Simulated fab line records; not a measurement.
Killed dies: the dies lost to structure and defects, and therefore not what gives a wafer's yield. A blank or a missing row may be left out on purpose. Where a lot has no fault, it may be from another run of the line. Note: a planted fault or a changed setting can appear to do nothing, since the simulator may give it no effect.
fab line records || flow n5_finfet || part 2 of 2: steps 29 to 36 of 36
record {"lots": 5, "wafers": 15, "last_day": 18}
route steps=1938 shown MIM_TOP@1838 MIM_TOP_LITHO@1839 MIM_TOP_ETCH@1851 MIM_BOT_LITHO@1854 MIM_BOT_ETCH@1866 PASS1_CAP@1873
lots that met no fault: from a run of the same line without faults
start_h: the number of hours between the record's first day and the start of the first shown wafer of the lot || wait_h: hours since the lot's step before || " identical to the entry in the row above || L1.1+2: a single row standing in for several wafers || - no value present, or no start provided || * or withheld: withheld || < > ~ a bound
route shown NAME@n: a module of which the file shows steps, and the number in the route of the first || usual: mean/standard deviation taken from wafers without a fault || same: alike in all rows || chamber/n: place in a boat || sites: the reading at each site || _std_site: standard deviation across them || _edge_site: outer sites' mean less inner sites' || radius_mm: how far each site lies from the wafer's centre || mask NAME#n: copy n || behind: the tool/chamber that last shaped the wafer || hold: the reason the lot was held/the length of the hold in hours/how it ended || device: transistor that didn't switch, given as n, p or np || end of line: the route-end tests of the same wafers || a step given without rows: its recipe and nothing more || killed: the dies lost at the first sort to structure and to defects; this is not the yield of the wafer || map: dies across one wafer; x = killed, . = not, _ = none there
set.NAME: the setting the step ran with; set.NAME@STEP: the setting that earlier step ran with || model.NAME: the simulator's own value behind a step, which no gauge read
lots at some steps of the route; a table a step, a row a wafer
services: a tool's chamber out of use, with start hour (start_h, from the record's first day; less than 0 if before it), hours out, and reason
## steps
# step N5_MIM_BOT_ETCH_ETCH_04
# recipe {"chemistry": "CF4/O2", "target": "SiNx", "target_depth_a": 260, "time_s": 13, "ion_energy_ev": 100, "pressure_mtorr": 40, "source_w": 535, "bias_w": 49, "Ar_flow_sccm": 100, "cf4_flow_sccm": 100, "O2_flow_sccm": 10}
# usual {"O2_flow_sccm": "9.99/0.034", "drypump_motor_current_A": "5.6/0.35", "oes_product_au": "0.78/0.076", "rf_vpp_V": "240/4.2", "showerhead_plenum_p_Torr": "2.22/0.066", "throttle_valve_pct": "15.91/0.2"}
{"lot.wafer": "L081.1", "tool": "rie_diel-05", "chamber": 0, "start_h": 311.97, "wait_h": 0.0, "O2_flow_sccm": 9.97, "drypump_motor_current_A": 5.5, "oes_product_au": 0.80, "rf_hours_counter_h": 97, "rf_vpp_V": 242, "showerhead_plenum_p_Torr": 2.31, "throttle_valve_pct": 15.96}
{"lot.wafer": "L081.3", "tool": "rie_diel-05", "chamber": 2, "start_h": 311.97, "wait_h": 0.0, "O2_flow_sccm": 10.00, "drypump_motor_current_A": 5.8, "oes_product_au": 0.67, "rf_hours_counter_h": 242, "rf_vpp_V": 237, "showerhead_plenum_p_Torr": 2.26, "throttle_valve_pct": 15.77}
{"lot.wafer": "L081.6", "tool": "rie_diel-05", "chamber": 2, "start_h": 311.97, "wait_h": 0.0, "O2_flow_sccm": 10.03, "drypump_motor_current_A": 5.7, "oes_product_au": 0.67, "rf_hours_counter_h": "-", "rf_vpp_V": 237, "showerhead_plenum_p_Torr": 2.26, "throttle_valve_pct": 15.78}
{"lot.wafer": "L089.1", "tool": "rie_diel-05", "chamber": 2, "start_h": 360.11, "wait_h": 0.0, "O2_flow_sccm": 9.99, "drypump_motor_current_A": 5.8, "oes_product_au": 0.96, "rf_hours_counter_h": 6, "rf_vpp_V": 238, "showerhead_plenum_p_Torr": 2.25, "throttle_valve_pct": 15.34}
{"lot.wafer": "L089.2", "tool": "rie_diel-05", "chamber": 0, "start_h": 360.11, "wait_h": 0.0, "O2_flow_sccm": 10.01, "drypump_motor_current_A": 5.6, "oes_product_au": 0.78, "rf_hours_counter_h": 119, "rf_vpp_V": 242, "showerhead_plenum_p_Torr": 2.30, "throttle_valve_pct": 16.00}
{"lot.wafer": "L089.4", "tool": "rie_diel-05", "chamber": 3, "start_h": 360.11, "wait_h": 0.0, "O2_flow_sccm": 10.06, "drypump_motor_current_A": 5.7, "oes_product_au": 0.92, "rf_hours_counter_h": 15, "rf_vpp_V": 247, "showerhead_plenum_p_Torr": 2.17, "throttle_valve_pct": 15.58}
{"lot.wafer": "L092.1", "tool": "rie_diel-04", "chamber": 2, "start_h": 370.20, "wait_h": 0.0, "O2_flow_sccm": 9.96, "drypump_motor_current_A": 5.7, "oes_product_au": 0.69, "rf_hours_counter_h": 242, "rf_vpp_V": 233, "showerhead_plenum_p_Torr": 2.27, "throttle_valve_pct": 16.31}
{"lot.wafer": "L092.5", "tool": "rie_diel-04", "chamber": 2, "start_h": 370.20, "wait_h": 0.0, "O2_flow_sccm": 9.98, "drypump_motor_current_A": 5.7, "oes_product_au": 0.70, "rf_hours_counter_h": "-", "rf_vpp_V": 232, "showerhead_plenum_p_Torr": 2.27, "throttle_valve_pct": 16.30}
{"lot.wafer": "L092.6", "tool": "rie_diel-04", "chamber": 3, "start_h": 370.20, "wait_h": 0.0, "O2_flow_sccm": 10.04, "drypump_motor_current_A": 5.0, "oes_product_au": 0.81, "rf_hours_counter_h": "-", "rf_vpp_V": 241, "showerhead_plenum_p_Torr": 2.30, "throttle_valve_pct": 15.76}
{"lot.wafer": "L095.1", "tool": "rie_diel-02", "chamber": 3, "start_h": 385.99, "wait_h": 0.0, "O2_flow_sccm": 10.06, "drypump_motor_current_A": 5.5, "oes_product_au": 0.80, "rf_hours_counter_h": 108, "rf_vpp_V": 231, "showerhead_plenum_p_Torr": 2.15, "throttle_valve_pct": 16.13}
{"lot.wafer": "L095.5", "tool": "rie_diel-02", "chamber": 0, "start_h": 385.99, "wait_h": 0.0, "O2_flow_sccm": 9.98, "drypump_motor_current_A": 5.4, "oes_product_au": 0.73, "rf_hours_counter_h": "-", "rf_vpp_V": 240, "showerhead_plenum_p_Torr": 2.20, "throttle_valve_pct": 15.94}
{"lot.wafer": "L095.6", "tool": "rie_diel-02", "chamber": 3, "start_h": 385.99, "wait_h": 0.0, "O2_flow_sccm": 10.01, "drypump_motor_current_A": 5.5, "oes_product_au": 0.80, "rf_hours_counter_h": "-", "rf_vpp_V": 232, "showerhead_plenum_p_Torr": 2.15, "throttle_valve_pct": 16.15}
{"lot.wafer": "L096.1", "tool": "rie_diel-05", "chamber": 2, "start_h": 411.04, "wait_h": 0.0, "O2_flow_sccm": 9.99, "drypump_motor_current_A": 5.8, "oes_product_au": 0.94, "rf_hours_counter_h": 18, "rf_vpp_V": 237, "showerhead_plenum_p_Torr": 2.25, "throttle_valve_pct": 15.36}
{"lot.wafer": "L096.2", "tool": "rie_diel-05", "chamber": 3, "start_h": 411.04, "wait_h": 0.0, "O2_flow_sccm": 10.00, "drypump_motor_current_A": 5.7, "oes_product_au": 0.88, "rf_hours_counter_h": 34, "rf_vpp_V": 248, "showerhead_plenum_p_Torr": 2.17, "throttle_valve_pct": 15.59}
{"lot.wafer": "L096.4", "tool": "rie_diel-05", "chamber": 0, "start_h": 411.04, "wait_h": 0.0, "O2_flow_sccm": 10.03, "drypump_motor_current_A": 5.6, "oes_product_au": 0.76, "rf_hours_counter_h": 138, "rf_vpp_V": 241, "showerhead_plenum_p_Torr": 2.30, "throttle_valve_pct": 16.02}
# step N5_MIM_BOT_ETCH_ETCH_03
# recipe {"chemistry": "Cl2/BCl3", "target_depth_a": 120, "pressure_mtorr": 8, "icp_w": 800, "bias_w": 100, "Cl2_flow_sccm": 20, "bcl3_flow_sccm": 80}
# usual {"drypump_motor_current_A": "5.6/0.55", "oes_product_au": "0.78/0.051", "throttle_valve_pct": "27.42/0.19"}
{"lot.wafer": "L081.1", "tool": "rie_metal-02", "chamber": 1, "start_h": 312.06, "wait_h": 0.1, "drypump_motor_current_A": 5.2, "oes_product_au": 0.84, "rf_hours_counter_h": 17, "throttle_valve_pct": 27.49}
{"lot.wafer": "L081.3", "tool": "rie_metal-02", "chamber": 1, "start_h": 312.06, "wait_h": 0.1, "drypump_motor_current_A": 5.2, "oes_product_au": 0.85, "rf_hours_counter_h": "-", "throttle_valve_pct": 27.49}
{"lot.wafer": "L081.6", "tool": "rie_metal-02", "chamber": 1, "start_h": 312.06, "wait_h": 0.1, "drypump_motor_current_A": 5.2, "oes_product_au": 0.83, "rf_hours_counter_h": "-", "throttle_valve_pct": 27.49}
{"lot.wafer": "L089.1", "tool": "rie_metal-01", "chamber": 0, "start_h": 360.20, "wait_h": 0.1, "drypump_motor_current_A": 6.1, "oes_product_au": 0.76, "rf_hours_counter_h": 47, "throttle_valve_pct": 27.38}
{"lot.wafer": "L089.2", "tool": "rie_metal-01", "chamber": 0, "start_h": 360.20, "wait_h": 0.1, "drypump_motor_current_A": 6.1, "oes_product_au": 0.76, "rf_hours_counter_h": "-", "throttle_valve_pct": 27.35}
{"lot.wafer": "L089.4", "tool": "rie_metal-01", "chamber": 0, "start_h": 360.20, "wait_h": 0.1, "drypump_motor_current_A": 6.1, "oes_product_au": 0.76, "rf_hours_counter_h": "-", "throttle_valve_pct": 27.35}
{"lot.wafer": "L092.1", "tool": "rie_metal-02", "chamber": 1, "start_h": 370.29, "wait_h": 0.1, "drypump_motor_current_A": 5.2, "oes_product_au": 0.82, "rf_hours_counter_h": 22, "throttle_valve_pct": 27.52}
{"lot.wafer": "L092.5", "tool": "rie_metal-02", "chamber": 0, "start_h": 370.29, "wait_h": 0.1, "drypump_motor_current_A": 6.0, "oes_product_au": 0.73, "rf_hours_counter_h": "-", "throttle_valve_pct": 27.25}
{"lot.wafer": "L092.6", "tool": "rie_metal-02", "chamber": 1, "start_h": 370.29, "wait_h": 0.1, "drypump_motor_current_A": 5.2, "oes_product_au": 0.81, "rf_hours_counter_h": "-", "throttle_valve_pct": 27.51}
{"lot.wafer": "L095.1", "tool": "rie_metal-01", "chamber": 1, "start_h": 386.08, "wait_h": 0.1, "drypump_motor_current_A": 5.0, "oes_product_au": 0.70, "rf_hours_counter_h": 78, "throttle_valve_pct": 27.81}
{"lot.wafer": "L095.5", "tool": "rie_metal-01", "chamber": 1, "start_h": 386.08, "wait_h": 0.1, "drypump_motor_current_A": 5.0, "oes_product_au": 0.70, "rf_hours_counter_h": "-", "throttle_valve_pct": 27.80}
{"lot.wafer": "L095.6", "tool": "rie_metal-01", "chamber": 0, "start_h": 386.08, "wait_h": 0.1, "drypump_motor_current_A": 6.2, "oes_product_au": 0.75, "rf_hours_counter_h": "-", "throttle_valve_pct": 27.38}
{"lot.wafer": "L096.1", "tool": "rie_metal-03", "chamber": 1, "start_h": 411.13, "wait_h": 0.1, "drypump_motor_current_A": 6.2, "oes_product_au": 0.78, "rf_hours_counter_h": 42, "throttle_valve_pct": 27.30}
{"lot.wafer": "L096.2", "tool": "rie_metal-03", "chamber": 0, "start_h": 411.13, "wait_h": 0.1, "drypump_motor_current_A": 4.7, "oes_product_au": 0.85, "rf_hours_counter_h": 30, "throttle_valve_pct": 27.21}
{"lot.wafer": "L096.4", "tool": "rie_metal-03", "chamber": 1, "start_h": 411.13, "wait_h": 0.1, "drypump_motor_current_A": 6.2, "oes_product_au": 0.78, "rf_hours_counter_h": "-", "throttle_valve_pct": 27.32}
# step N5_MIM_BOT_ETCH_ETCH_00
# recipe {"chemistry": "Cl2/BCl3", "target": "TiN", "target_depth_a": 455, "ion_energy_ev": 150, "pressure_mtorr": 10, "icp_w": 1000, "bias_w": 126, "Cl2_flow_sccm": 53.25, "bcl3_flow_sccm": 21.75, "Ar_flow_sccm": 25}
# usual {"drypump_motor_current_A": "5.6/0.56", "oes_product_au": "0.78/0.05", "throttle_valve_pct": "21.83/0.2"}
{"lot.wafer": "L081.1", "tool": "rie_metal-02", "chamber": 1, "start_h": 312.15, "wait_h": 0.1, "drypump_motor_current_A": 5.2, "oes_product_au": 0.85, "rf_hours_counter_h": 17, "throttle_valve_pct": 21.95}
{"lot.wafer": "L081.3", "tool": "rie_metal-02", "chamber": 1, "start_h": 312.15, "wait_h": 0.1, "drypump_motor_current_A": 5.2, "oes_product_au": 0.85, "rf_hours_counter_h": "-", "throttle_valve_pct": 21.93}
{"lot.wafer": "L081.6", "tool": "rie_metal-02", "chamber": 1, "start_h": 312.15, "wait_h": 0.1, "drypump_motor_current_A": 5.2, "oes_product_au": 0.85, "rf_hours_counter_h": "-", "throttle_valve_pct": 21.92}
{"lot.wafer": "L089.1", "tool": "rie_metal-01", "chamber": 0, "start_h": 360.38, "wait_h": 0.1, "drypump_motor_current_A": 6.2, "oes_product_au": 0.76, "rf_hours_counter_h": 47, "throttle_valve_pct": 21.68}
{"lot.wafer": "L089.2", "tool": "rie_metal-01", "chamber": 0, "start_h": 360.38, "wait_h": 0.1, "drypump_motor_current_A": 6.1, "oes_product_au": 0.76, "rf_hours_counter_h": "-", "throttle_valve_pct": 21.67}
{"lot.wafer": "L089.4", "tool": "rie_metal-01", "chamber": 0, "start_h": 360.38, "wait_h": 0.1, "drypump_motor_current_A": 6.2, "oes_product_au": 0.76, "rf_hours_counter_h": "-", "throttle_valve_pct": 21.68}
{"lot.wafer": "L092.1", "tool": "rie_metal-02", "chamber": 1, "start_h": 370.38, "wait_h": 0.1, "drypump_motor_current_A": 5.2, "oes_product_au": 0.83, "rf_hours_counter_h": 23, "throttle_valve_pct": 21.94}
{"lot.wafer": "L092.5", "tool": "rie_metal-02", "chamber": 0, "start_h": 370.38, "wait_h": 0.1, "drypump_motor_current_A": 6.0, "oes_product_au": 0.74, "rf_hours_counter_h": "-", "throttle_valve_pct": 21.67}
{"lot.wafer": "L092.6", "tool": "rie_metal-02", "chamber": 1, "start_h": 370.38, "wait_h": 0.1, "drypump_motor_current_A": 5.2, "oes_product_au": 0.82, "rf_hours_counter_h": "-", "throttle_valve_pct": 21.94}
{"lot.wafer": "L095.1", "tool": "rie_metal-01", "chamber": 1, "start_h": 386.17, "wait_h": 0.1, "drypump_motor_current_A": 5.0, "oes_product_au": 0.70, "rf_hours_counter_h": 78, "throttle_valve_pct": 22.20}
{"lot.wafer": "L095.5", "tool": "rie_metal-01", "chamber": 1, "start_h": 386.17, "wait_h": 0.1, "drypump_motor_current_A": 5.0, "oes_product_au": 0.69, "rf_hours_counter_h": "-", "throttle_valve_pct": 22.19}
{"lot.wafer": "L095.6", "tool": "rie_metal-01", "chamber": 0, "start_h": 386.17, "wait_h": 0.1, "drypump_motor_current_A": 6.1, "oes_product_au": 0.75, "rf_hours_counter_h": "-", "throttle_valve_pct": 21.69}
{"lot.wafer": "L096.1", "tool": "rie_metal-03", "chamber": 1, "start_h": 411.22, "wait_h": 0.1, "drypump_motor_current_A": 6.2, "oes_product_au": 0.77, "rf_hours_counter_h": 42, "throttle_valve_pct": 21.80}
{"lot.wafer": "L096.2", "tool": "rie_metal-03", "chamber": 0, "start_h": 411.22, "wait_h": 0.1, "drypump_motor_current_A": 4.7, "oes_product_au": 0.84, "rf_hours_counter_h": 30, "throttle_valve_pct": 21.66}
{"lot.wafer": "L096.4", "tool": "rie_metal-03", "chamber": 1, "start_h": 411.22, "wait_h": 0.1, "drypump_motor_current_A": 6.2, "oes_product_au": 0.77, "rf_hours_counter_h": "-", "throttle_valve_pct": 21.80}
# step N5_MIM_BOT_ETCH_STRIP_01
# recipe {"chemistry": "O2", "power_w": 600, "temp_c": 60, "pressure_mtorr": 30, "rf_frequency_hz": 6e+07, "bias_power_w": 0, "overash_fraction": 0.5, "o2_flow_sccm": 225}
# usual {"drypump_motor_current_A": "5.6/0.4", "oes_product_au": "0.79/0.075", "rf_vpp_V": "3.8/1.4", "showerhead_plenum_p_Torr": "2.10/0.064", "throttle_valve_pct": "16.57/0.22"}
{"lot.wafer": "L081.1", "tool": "rie_diel-04", "chamber": 1, "start_h": 312.29, "wait_h": 0.1, "drypump_motor_current_A": 5.4, "oes_product_au": 0.84, "rf_hours_counter_h": 52, "rf_vpp_V": 4.2, "showerhead_plenum_p_Torr": 2.05, "throttle_valve_pct": 16.29}
{"lot.wafer": "L081.3", "tool": "rie_diel-04", "chamber": 3, "start_h": 312.29, "wait_h": 0.1, "drypump_motor_current_A": 5.0, "oes_product_au": 0.83, "rf_hours_counter_h": 84, "rf_vpp_V": 2.6, "showerhead_plenum_p_Torr": 2.22, "throttle_valve_pct": 16.53}
{"lot.wafer": "L081.6", "tool": "rie_diel-04", "chamber": 0, "start_h": 312.29, "wait_h": 0.1, "drypump_motor_current_A": 5.9, "oes_product_au": 0.74, "rf_hours_counter_h": "-", "rf_vpp_V": 2.7, "showerhead_plenum_p_Torr": 2.08, "throttle_valve_pct": 16.67}
{"lot.wafer": "L089.1", "tool": "rie_diel-05", "chamber": 0, "start_h": 360.65, "wait_h": 0.2, "drypump_motor_current_A": 5.5, "oes_product_au": 0.78, "rf_hours_counter_h": 119, "rf_vpp_V": 6.9, "showerhead_plenum_p_Torr": 2.20, "throttle_valve_pct": 16.67}
{"lot.wafer": "L089.2", "tool": "rie_diel-05", "chamber": 2, "start_h": 360.65, "wait_h": 0.2, "drypump_motor_current_A": 5.8, "oes_product_au": 0.96, "rf_hours_counter_h": 6, "rf_vpp_V": 4.3, "showerhead_plenum_p_Torr": 2.13, "throttle_valve_pct": 15.89}
{"lot.wafer": "L089.4", "tool": "rie_diel-05", "chamber": 3, "start_h": 360.65, "wait_h": 0.2, "drypump_motor_current_A": 5.7, "oes_product_au": 0.92, "rf_hours_counter_h": 15, "rf_vpp_V": 2.7, "showerhead_plenum_p_Torr": 2.07, "throttle_valve_pct": 16.26}
{"lot.wafer": "L092.1", "tool": "rie_diel-04", "chamber": 1, "start_h": 370.52, "wait_h": 0.1, "drypump_motor_current_A": 5.4, "oes_product_au": 0.82, "rf_hours_counter_h": 71, "rf_vpp_V": 3.3, "showerhead_plenum_p_Torr": 2.04, "throttle_valve_pct": 16.29}
{"lot.wafer": "L092.5", "tool": "rie_diel-04", "chamber": 3, "start_h": 370.52, "wait_h": 0.1, "drypump_motor_current_A": 5.0, "oes_product_au": 0.82, "rf_hours_counter_h": "-", "rf_vpp_V": 2.7, "showerhead_plenum_p_Torr": 2.21, "throttle_valve_pct": 16.54}
{"lot.wafer": "L092.6", "tool": "rie_diel-04", "chamber": 0, "start_h": 370.52, "wait_h": 0.1, "drypump_motor_current_A": 5.9, "oes_product_au": 0.72, "rf_hours_counter_h": "-", "rf_vpp_V": 5.0, "showerhead_plenum_p_Torr": 2.07, "throttle_valve_pct": 16.67}
{"lot.wafer": "L095.1", "tool": "rie_diel-05", "chamber": 3, "start_h": 386.31, "wait_h": 0.1, "drypump_motor_current_A": 5.7, "oes_product_au": 0.93, "rf_hours_counter_h": 23, "rf_vpp_V": 2.0, "showerhead_plenum_p_Torr": 2.07, "throttle_valve_pct": 16.32}
{"lot.wafer": "L095.5", "tool": "rie_diel-05", "chamber": 3, "start_h": 386.31, "wait_h": 0.1, "drypump_motor_current_A": 5.7, "oes_product_au": 0.91, "rf_hours_counter_h": "-", "rf_vpp_V": 3.5, "showerhead_plenum_p_Torr": 2.07, "throttle_valve_pct": 16.30}
{"lot.wafer": "L095.6", "tool": "rie_diel-05", "chamber": 2, "start_h": 386.31, "wait_h": 0.1, "drypump_motor_current_A": 5.8, "oes_product_au": 0.95, "rf_hours_counter_h": "-", "rf_vpp_V": 7.2, "showerhead_plenum_p_Torr": 2.13, "throttle_valve_pct": 16.01}
{"lot.wafer": "L096.1", "tool": "rie_diel-04", "chamber": 2, "start_h": 411.36, "wait_h": 0.1, "drypump_motor_current_A": 5.7, "oes_product_au": 0.68, "rf_hours_counter_h": 250, "rf_vpp_V": 3.0, "showerhead_plenum_p_Torr": 2.15, "throttle_valve_pct": 16.91}
{"lot.wafer": "L096.2", "tool": "rie_diel-04", "chamber": 3, "start_h": 411.36, "wait_h": 0.1, "drypump_motor_current_A": 4.9, "oes_product_au": 0.81, "rf_hours_counter_h": 112, "rf_vpp_V": 3.2, "showerhead_plenum_p_Torr": 2.21, "throttle_valve_pct": 16.49}
{"lot.wafer": "L096.4", "tool": "rie_diel-04", "chamber": 0, "start_h": 411.36, "wait_h": 0.1, "drypump_motor_current_A": 5.9, "oes_product_au": 0.70, "rf_hours_counter_h": 246, "rf_vpp_V": 4.1, "showerhead_plenum_p_Torr": 2.07, "throttle_valve_pct": 16.72}
# step N5_MIM_BOT_ETCH_STRIP_02
# recipe {"chemistry": "post_etch_residue_remover", "time_s": 1200, "temp_c": 72.5}
{"lot.wafer": "L081.1+3+6", "tool": "wet_bench-04", "chamber": "1,4,2", "start_h": 312.36, "wait_h": "-"}
{"lot.wafer": "L089.1+2+4", "tool": "wet_bench-04", "chamber": "4,2,5", "start_h": 360.72, "wait_h": "-"}
{"lot.wafer": "L092.1+5+6", "tool": "wet_bench-02", "chamber": "7,2,0", "start_h": 370.59, "wait_h": "-"}
{"lot.wafer": "L095.1+5+6", "tool": "wet_bench-02", "chamber": "7,6,0", "start_h": 386.37, "wait_h": "-"}
{"lot.wafer": "L096.1+2+4", "tool": "wet_bench-03", "chamber": "5,6,0", "start_h": 411.43, "wait_h": "-"}
# step N5_MIM_BOT_ETCH_CLEAN_05
# recipe {"chemistry": "IPA", "time_s": 180, "temp_c": 25}
{"lot.wafer": "L081.1+3+6", "tool": "wet_bench-04", "chamber": "1,4,2", "start_h": 312.70, "wait_h": 0.0}
{"lot.wafer": "L089.1+2+4", "tool": "wet_bench-04", "chamber": "4,2,5", "start_h": 361.05, "wait_h": 0.0}
{"lot.wafer": "L092.1+5+6", "tool": "wet_bench-02", "chamber": "7,2,0", "start_h": 370.95, "wait_h": 0.0}
{"lot.wafer": "L095.1+5+6", "tool": "wet_bench-02", "chamber": "7,6,0", "start_h": 386.74, "wait_h": 0.0}
{"lot.wafer": "L096.1+2+4", "tool": "wet_bench-03", "chamber": "5,6,0", "start_h": 411.76, "wait_h": 0.0}
# step N5_MIM_BOT_ETCH_SRD_06
# recipe {"dry": "ipa_marangoni", "time_s": 30, "temp_c": 23, "rinse_liquid": "diw"}
{"lot.wafer": "L081.1+3+6", "tool": "wet_bench-04", "chamber": "1,4,2", "start_h": 312.75, "wait_h": 0.0}
{"lot.wafer": "L089.1+2+4", "tool": "wet_bench-04", "chamber": "4,2,5", "start_h": 361.10, "wait_h": 0.0}
{"lot.wafer": "L092.1+5+6", "tool": "wet_bench-02", "chamber": "7,2,0", "start_h": 371.01, "wait_h": 0.0}
{"lot.wafer": "L095.1+5+6", "tool": "wet_bench-02", "chamber": "7,6,0", "start_h": 386.80, "wait_h": 0.0}
{"lot.wafer": "L096.1+2+4", "tool": "wet_bench-03", "chamber": "5,6,0", "start_h": 411.81, "wait_h": 0.0}
# step N5_PASSIVATION_PECVD_55
# recipe {"material": "SiO2", "target_thk_a": 4000, "temp_c": 400, "precursor": "SiH4/N2O", "pressure_torr": 2.7, "rf_w": 608, "time_s": 22.5}
# usual {"heater_power_outer_w": "378/100", "heater_power_w": "680/130", "showerhead_plenum_p_Torr": "8.19/0.073", "throttle_valve_pct": "51.6/1.6"}
{"lot.wafer": "L081.1", "tool": "pecvd-04", "chamber": 1, "start_h": 312.80, "wait_h": 0.0, "heater_power_outer_w": 357, "heater_power_w": 679, "showerhead_plenum_p_Torr": 8.21, "throttle_valve_pct": 50.9}
{"lot.wafer": "L081.3", "tool": "pecvd-04", "chamber": 0, "start_h": 312.80, "wait_h": 0.0, "heater_power_outer_w": 238, "heater_power_w": 515, "showerhead_plenum_p_Torr": 8.21, "throttle_valve_pct": 50.4}
{"lot.wafer": "L081.6", "tool": "pecvd-04", "chamber": 0, "start_h": 312.80, "wait_h": 0.0, "heater_power_outer_w": 254, "heater_power_w": 556, "showerhead_plenum_p_Torr": 8.25, "throttle_valve_pct": 50.3}
{"lot.wafer": "L089.1", "tool": "pecvd-01", "chamber": 0, "start_h": 361.15, "wait_h": 0.0, "heater_power_outer_w": 264, "heater_power_w": 475, "showerhead_plenum_p_Torr": 8.29, "throttle_valve_pct": 51.0}
{"lot.wafer": "L089.2", "tool": "pecvd-01", "chamber": 2, "start_h": 361.15, "wait_h": 0.0, "heater_power_outer_w": 315, "heater_power_w": 588, "showerhead_plenum_p_Torr": 8.13, "throttle_valve_pct": 50.2}
{"lot.wafer": "L089.4", "tool": "pecvd-01", "chamber": 1, "start_h": 361.15, "wait_h": 0.0, "heater_power_outer_w": 391, "heater_power_w": 695, "showerhead_plenum_p_Torr": 8.11, "throttle_valve_pct": 54.6}
{"lot.wafer": "L092.1", "tool": "pecvd-01", "chamber": 0, "start_h": 371.06, "wait_h": 0.0, "heater_power_outer_w": 325, "heater_power_w": 555, "showerhead_plenum_p_Torr": 8.30, "throttle_valve_pct": 50.7}
{"lot.wafer": "L092.5", "tool": "pecvd-01", "chamber": 2, "start_h": 371.06, "wait_h": 0.0, "heater_power_outer_w": 315, "heater_power_w": 593, "showerhead_plenum_p_Torr": 8.13, "throttle_valve_pct": 50.2}
{"lot.wafer": "L092.6", "tool": "pecvd-01", "chamber": 1, "start_h": 371.06, "wait_h": 0.0, "heater_power_outer_w": 421, "heater_power_w": 736, "showerhead_plenum_p_Torr": 8.10, "throttle_valve_pct": 54.5}
{"lot.wafer": "L095.1", "tool": "pecvd-04", "chamber": 0, "start_h": 386.84, "wait_h": 0.0, "heater_power_outer_w": 268, "heater_power_w": 563, "showerhead_plenum_p_Torr": 8.23, "throttle_valve_pct": 50.4}
{"lot.wafer": "L095.5", "tool": "pecvd-04", "chamber": 2, "start_h": 386.84, "wait_h": 0.0, "heater_power_outer_w": 384, "heater_power_w": 713, "showerhead_plenum_p_Torr": 8.11, "throttle_valve_pct": 52.7}
{"lot.wafer": "L095.6", "tool": "pecvd-04", "chamber": 0, "start_h": 386.84, "wait_h": 0.0, "heater_power_outer_w": 284, "heater_power_w": 589, "showerhead_plenum_p_Torr": 8.24, "throttle_valve_pct": 50.6}
{"lot.wafer": "L096.1", "tool": "pecvd-01", "chamber": 1, "start_h": 411.86, "wait_h": 0.0, "heater_power_outer_w": 445, "heater_power_w": 771, "showerhead_plenum_p_Torr": 8.09, "throttle_valve_pct": 54.5}
{"lot.wafer": "L096.2", "tool": "pecvd-01", "chamber": 2, "start_h": 411.86, "wait_h": 0.0, "heater_power_outer_w": 275, "heater_power_w": 533, "showerhead_plenum_p_Torr": 8.13, "throttle_valve_pct": 50.4}
{"lot.wafer": "L096.4", "tool": "pecvd-01", "chamber": 1, "start_h": 411.86, "wait_h": 0.0, "heater_power_outer_w": 460, "heater_power_w": 764, "showerhead_plenum_p_Torr": 8.10, "throttle_valve_pct": 54.3}
## services
{"tool": "krf_scanner-01", "chamber": "-", "start_h": 291.17, "hours": 3.3, "kind": "repair"}
{"tool": "krf_scanner-01", "chamber": "-", "start_h": 296.58, "hours": 0.8, "kind": "pm"}
{"tool": "rie_diel-02", "chamber": 3, "start_h": 307.91, "hours": 13.1, "kind": "repair"}
{"tool": "pecvd-01", "chamber": 2, "start_h": 327.12, "hours": 5.4, "kind": "repair"}
{"tool": "rie_diel-05", "chamber": 1, "start_h": 337.55, "hours": 4.0, "kind": "repair"}
{"tool": "pvd_sputter-03", "chamber": "-", "start_h": 341.47, "hours": 6.6, "kind": "repair"}
{"tool": "rie_diel-05", "chamber": "-", "start_h": 352.42, "hours": 0.5, "kind": "repair"}
{"tool": "rie_metal-01", "chamber": 1, "start_h": 358.54, "hours": 5.4, "kind": "repair"}
{"tool": "pvd_sputter-01", "chamber": "-", "start_h": 369.52, "hours": 4.6, "kind": "repair"}
{"tool": "rie_diel-02", "chamber": "-", "start_h": 372.06, "hours": 0.2, "kind": "repair"}
{"tool": "pecvd-04", "chamber": 0, "start_h": 373.37, "hours": 4.0, "kind": "repair"}
{"tool": "rie_diel-06", "chamber": 2, "start_h": 373.65, "hours": 8.9, "kind": "repair"}
{"tool": "pecvd-04", "chamber": 1, "start_h": 375.24, "hours": 3.6, "kind": "repair"}
{"tool": "krf_scanner-01", "chamber": "-", "start_h": 379.14, "hours": 0.3, "kind": "repair"}
{"tool": "pecvd-01", "chamber": "-", "start_h": 379.79, "hours": 2.8, "kind": "pm"}
{"tool": "rie_metal-03", "chamber": "-", "start_h": 382.12, "hours": 1.4, "kind": "pm"}
{"tool": "rie_diel-04", "chamber": "-", "start_h": 389.10, "hours": 14.6, "kind": "pm"}
{"tool": "rie_diel-05", "chamber": "-", "start_h": 389.51, "hours": 2.8, "kind": "pm"}
{"tool": "pvd_sputter-03", "chamber": "-", "start_h": 393.43, "hours": 2.3, "kind": "repair"}
{"tool": "rie_diel-05", "chamber": 2, "start_h": 397.25, "hours": 10.5, "kind": "repair"}
{"tool": "pecvd-02", "chamber": "-", "start_h": 397.98, "hours": 0.2, "kind": "repair"}
{"tool": "krf_scanner-01", "chamber": "-", "start_h": 400.02, "hours": 1.3, "kind": "pm"}
{"tool": "rie_metal-01", "chamber": 0, "start_h": 403.09, "hours": 3.8, "kind": "repair"}
{"tool": "pecvd-02", "chamber": 1, "start_h": 403.30, "hours": 5.7, "kind": "repair"}
